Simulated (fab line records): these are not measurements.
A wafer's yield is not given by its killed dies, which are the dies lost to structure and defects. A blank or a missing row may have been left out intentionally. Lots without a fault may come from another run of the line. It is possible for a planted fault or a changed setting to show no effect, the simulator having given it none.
The same fault as seen by 2 desks | flow nandHarc | what lay behind the numbers comes last; until then each desk has only its own

## METROLOGY DESK
What the gauges read, lot by lot, whatever tool the lot ran on: means of the sampled wafers that have a number. The brackets show how far a lot's mean lies from the usual mean; more than 4 standard deviations puts the lot out of limits, marked OUT.
Columns: A = overlayXNm at NHARC_A_CONTACT_OVL_MEAS_09, usual 0.0 nm; B = overlayYNm at NHARC_A_CONTACT_OVL_MEAS_09, usual -0.1 nm; C = cdNm at NHARC_A_BLC_CD_MEAS_10, usual 99.8 nm; D = overlayXNm at NHARC_A_BLC_OVL_MEAS_11, usual 0.2 nm; E = overlayYNm at NHARC_A_BLC_OVL_MEAS_11, usual 0.0 nm
lot  | first seen here | A    | B    | C                | D    | E
L129 | day 17 05:29    | 0.4  | -0.1 | 100.2            | 0.8  | -0.4
L130 | day 17 16:31    | -1.3 | 0.9  | 100.7            | -0.8 | 0.5
L132 | day 18 15:28    | -1.8 | -2.0 | 99.8             | 1.3  | -0.2
L134 | day 18 20:25    | 0.6  | -0.8 | 99.6             | -0.8 | 0.6
L135 | day 18 23:26    | -0.3 | -0.6 | 101.0            | -0.7 | -1.4
L138 | day 19 11:25    | -0.5 | -0.3 | 99.1             | -1.2 | 0.7
L139 | day 20 09:24    | -0.7 | 0.3  | 99.7             | -1.1 | 1.5
L137 | day 20 10:38    | 2.5  | 0.8  | 99.9             | -2.1 | 1.0
L140 | day 20 15:36    | 0.7  | 1.5  | 100.3            | 0.8  | -1.4
L141 | day 20 15:55    | 1.2  | 0.2  | 99.5             | 1.4  | 0.3
L143 | day 21 00:16    | 1.1  | -0.5 | 108.2 (+8.9) OUT | 0.9  | -0.9
L142 | day 21 04:37    | -0.6 | 0.1  | 106.5 (+7.1) OUT | 1.8  | 0.2
Finding of this desk: L142, L143 out of limits; the first was L143 at day 21 15:40, on cdNm at NHARC_A_BLC_CD_MEAS_10. L129, L130, L132, L134, L135, L138, L139, L137, L140, L141: within limits.

## FOR THE TOOL OWNER'S DESK: arfiScanner-03
The tool's own readings at NHARC_A_BLC_EXPOSE_07 (exposes mask A BLC, target cd 100 nm): means of the sampled wafers that have a number, for each lot that ran on this tool. The brackets show how far a lot's mean lies from the usual mean; more than 4 standard deviations puts the lot out of limits, marked OUT.
Columns: A = exposureDoseMJCm2 at NHARC_A_BLC_EXPOSE_07, usual 67.96; B = focusOffsetNm at NHARC_A_BLC_EXPOSE_07, usual -0.1 nm
lot  | first seen here | A                       | B
L134 | day 19 01:38    | 67.93                   | 0.6
L135 | day 19 04:36    | 67.97                   | -0.6
L140 | day 20 23:33    | 67.99                   | -0.2
L141 | day 21 00:12    | 67.96                   | 0.6
L143 | day 21 15:31    | 79.19 (+99 or more) OUT | 0.3
L142 | day 22 02:38    | 76.80 (+99 or more) OUT | 0.1
Finding of this desk: L142, L143 out of limits; the first was L143 at day 21 15:31, on exposureDoseMJCm2 at NHARC_A_BLC_EXPOSE_07. L134, L135, L140, L141: within limits.

## TAKEN TOGETHER
An alarm could have come from the tool owner's desk at day 21 15:31, on L142, L143.
An alarm was possible from the metrology desk at day 21 15:40, on L142, L143.
The lots listed all ran NHARC_A_BLC_EXPOSE_07 on arfiScanner-03.

## WHAT THE SIMULATOR HAD INSERTED
Process parameter drift: arfiScanner-03, from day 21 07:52 on, at NHARC_A_BLC_EXPOSE_07. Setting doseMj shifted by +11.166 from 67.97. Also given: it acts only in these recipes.
Lots struck among those shown: L142, L143.
Counting hours from when the fault started, the first reading out of limits came at 8 for the tool owner's desk and at 8 for the metrology desk.
